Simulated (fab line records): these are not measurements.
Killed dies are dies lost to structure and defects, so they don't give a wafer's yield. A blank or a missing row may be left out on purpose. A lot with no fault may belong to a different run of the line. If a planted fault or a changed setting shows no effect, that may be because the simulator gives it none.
Comparing a struck lot with a sound one	flow n5 finfet	16 out of 1938 route steps
Sound: the wafers L831.1, L831.4, L831.5. Wafers L835.1, L835.3 were the ones struck. The cause comes at the end.
Per side, at each step with rows, come the tool, then ch with its chambers, and then its first start. Under that, the readings that differ: sound wafers	struck wafers	difference of the means	sigmas: that difference in standard deviations of wafers without a fault.
alike: a reading whose means differ by less than 2 such deviations, as well as words and numbers matching on both sides. not compared: withheld readings; readings where some wafer has no value; bounds like >300 that might hide an equal value; numbers whose values overlap and for which the record gives no deviation.
Wherever a step has rows on one side only, a row that says differs or no value, or a row with sigmas, the two part there. Numbers that have no deviation but don't overlap get no sigmas and don't part them. Lack of a reading on every wafer of one side parts them only where that side has two or more wafers.

N5_BEOL_M3_ETCH_41: etches SiCN in CH3F/O2, target depth 29.9 nm, time 52.5 s.
  sound on rie diel-05 ch 0,1,2; struck on rie diel-04 ch 0,3
  alike: drypump motor current A, oes product au, rf vpp V, showerhead plenum p Torr, throttle valve pct
  not compared: rf hours counter h
then, 1 step without rows for these wafers: N5_BEOL_M3_STRIP_97 (strips in N2/H2, time 10 s).
N5_BEOL_M3_OCD_MEAS_38:
  sound: ocd-01 at day 7 13:34; struck: ocd-02 at day 8 08:20
  alike: trench depth nm
then, 4 steps without rows for these wafers: N5_BEOL_M3_HM_STRIP_39 (strips TiN in peroxide tin strip, target depth 25 nm, time 158 s); N5_BEOL_M3_SRD_40 (time 30 s); N5_BEOL_M3_PRECLEAN_42 (cleans in residue remover, time 60 s); N5_BEOL_M3_SRD_43 (time 30 s).
N5_BEOL_M3_CD_MEAS_35: target cd 18 nm, target cd y 21 nm.
  sound: cd sem-03 at day 7 13:43; struck: cd sem-03 at day 8 08:29
  alike: cd nm
then, 1 step without rows for these wafers: N5_BEOL_M3_DEGAS_44 (time 60 s).
N5_BEOL_M3_PRE_CLEAN_45: time 30 s.
  sound: pvd sputter-02 at day 7 14:01; struck: pvd sputter-01 at day 8 08:35
  alike: heater power w
N5_BEOL_M3_ALD_84: deposits TaN, pulse time 2 s, purge time 3 s, co reactant purge time 2 s.
  sound on ald metal-03 ch 1,3, day 7 14:07; struck on ald metal-01 ch 0,2, day 8 08:40
reading	sound	struck	difference	sigmas
heater power w (W)	447 501 444	349 370	-104	-2
N5_BEOL_M3_SURFACE_TREAT_85:
  sound: pvd sputter-02 at day 7 14:32; struck: pvd sputter-02 at day 8 08:55
  not compared: pressure mtorr, throttle valve pct
N5_BEOL_M3_CVD_47: deposits Co from CCTBA/H2, target thk 3 nm, time 223.8 s.
  sound on cvd co-02 ch 1,2, day 7 14:36; struck on cvd co-01 ch 1,2, day 8 08:59
reading	sound	struck	difference	sigmas
run length s (s)	246.6 247.1 247.1	133.1 132.4	-114.2	-99 or more
N5_BEOL_M3_SPUTTER_48: material Cu, target thk 4.5 nm, time 8.29 s.
  sound: pvd sputter-03 at day 7 14:46; struck: pvd sputter-02 at day 8 09:08
  alike: throttle valve pct
N5_BEOL_M4_RC_MEAS_101:
  sound on prober-02 ch 0, day 8 14:47; struck on prober-02 ch 0, day 8 23:14
  alike: DIBL_N, DIBL_P, IOFF_N, IOFF_P, ION_N, ION_P, SS_N, SS_P, VT_N, VT_P
-- here the record skips 4 days between the struck wafers' starts before and after, leaving off in module BEOL_M4 and picking up in module PASSIVATION (first step shown: number 1936 of the route) --
N5_PASSIVATION_PROBE_49:
  sound: prober-01 at day 12 13:31; struck: prober-01 at day 13 09:14
  alike: defect limited yield, killed_at_M0_to_M3, killed_at_M4_up, killed at contacts, killed at front end, killed at other, killed dies, killed open, killed short, sort_bin_4_leakage, sort_bin_5_function, sort_bin_6_memory, sort_bin_8_speed, sort n pass, sort yield pct

## WHERE THEY PART
Earliest at N5_BEOL_M3_ALD_84; latest, in this record, at N5_BEOL_M3_CVD_47. Later steps at which nothing parts them and some readings are alike: N5_BEOL_M3_SPUTTER_48, N5_BEOL_M4_RC_MEAS_101, N5_PASSIVATION_PROBE_49.

WHY: what the simulator had put in
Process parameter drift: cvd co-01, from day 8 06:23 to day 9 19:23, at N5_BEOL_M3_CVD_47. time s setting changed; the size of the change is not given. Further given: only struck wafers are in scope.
